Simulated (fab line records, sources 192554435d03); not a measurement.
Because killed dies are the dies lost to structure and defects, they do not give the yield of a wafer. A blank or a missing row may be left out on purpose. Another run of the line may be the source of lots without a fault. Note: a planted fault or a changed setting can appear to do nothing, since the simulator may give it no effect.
Chamber matching    flow n5 finfet    N5_MOL_CONTACT_COAG_ETCHBACK_134 on rie diel-02: 4 sister chambers
The step etches SiO2 in CHF3, target depth 10 nm, time 6.7 s. 16 wafers are shown with their chamber, then 8 later ones without.

EACH WAFER AND ITS CHAMBER
wafer   chamber  rf vpp V (V)  throttle valve pct (%)  showerhead plenum p Torr (Torr)
L074.4  2        522           18.87                   2.35
L074.5  1        524           18.47                   2.41
L074.6  0        513           18.85                   2.25
L077.1  1        524           18.47                   2.41
L077.2  0        512           18.86                   2.25
L077.6  3        523           18.75                   2.38
L081.3  1        524           18.48                   2.40
L081.5  1        524           18.50                   2.40
L081.6  3        523           18.77                   2.37
L087.1  3        523           18.77                   2.37
L087.2  2        522           18.50                   2.35
L087.3  0        522           18.44                   2.53
L088.1  0        521           18.45                   2.53
L088.2  3        523           18.79                   2.37
L088.6  3        522           18.78                   2.37
L091.1  0        522           18.46                   2.53

SIGNATURES (averages over the wafers above)
reading                   chamber 0  chamber 1  chamber 2  chamber 3  scatter within a chamber
rf vpp V                  518.00     524.00     522.00     522.80     2.93
throttle valve pct        18.6120    18.4800    18.6850    18.7720    0.149
showerhead plenum p Torr  2.4180     2.4050     2.3500     2.3720     0.0886
Rule: a wafer's distance from a chamber is the root of the sum, over the readings, of the square of ((its reading less the chamber's mean) divided by the reading's scatter). The wafer belongs to the nearest chamber; if the next one is less than 2 further off, it can't be placed. The scatter is the square root of a quotient: the sum, over the shown wafers, of each reading's squared deviation from its chamber's mean, divided by wafers minus chambers.

WAFERS MISSING THEIR CHAMBER
wafer   rf vpp V (V)  throttle valve pct (%)  showerhead plenum p Torr (Torr)
L091.2  521           18.50                   2.34
L091.3  522           18.78                   2.37
L094.4  520           18.48                   2.53
L094.5  520           18.52                   2.34
L094.6  522           18.78                   2.36
L095.1  522           18.81                   2.36
L095.4  519           18.49                   2.53
L095.5  523           18.80                   2.36

WHICH CHAMBER EACH ONE RAN IN
wafer   from the rows above                in truth
L091.2  can't be placed: 1 or 2 or 0 or 3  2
L091.3  can't be placed: 3 or 2 or 0 or 1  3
L094.4  can't be placed: 0 or 1 or 2 or 3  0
L094.5  can't be placed: 0 or 2 or 1 or 3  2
L094.6  can't be placed: 3 or 2 or 0 or 1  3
L095.1  can't be placed: 3 or 2 or 0 or 1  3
L095.4  can't be placed: 0 or 1 or 2 or 3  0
L095.5  can't be placed: 3 or 2 or 0 or 1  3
Correctly placed: 0 of 8. These rows do not allow placing 8 (true chamber among the candidates in 8). Wrongly placed: 0.
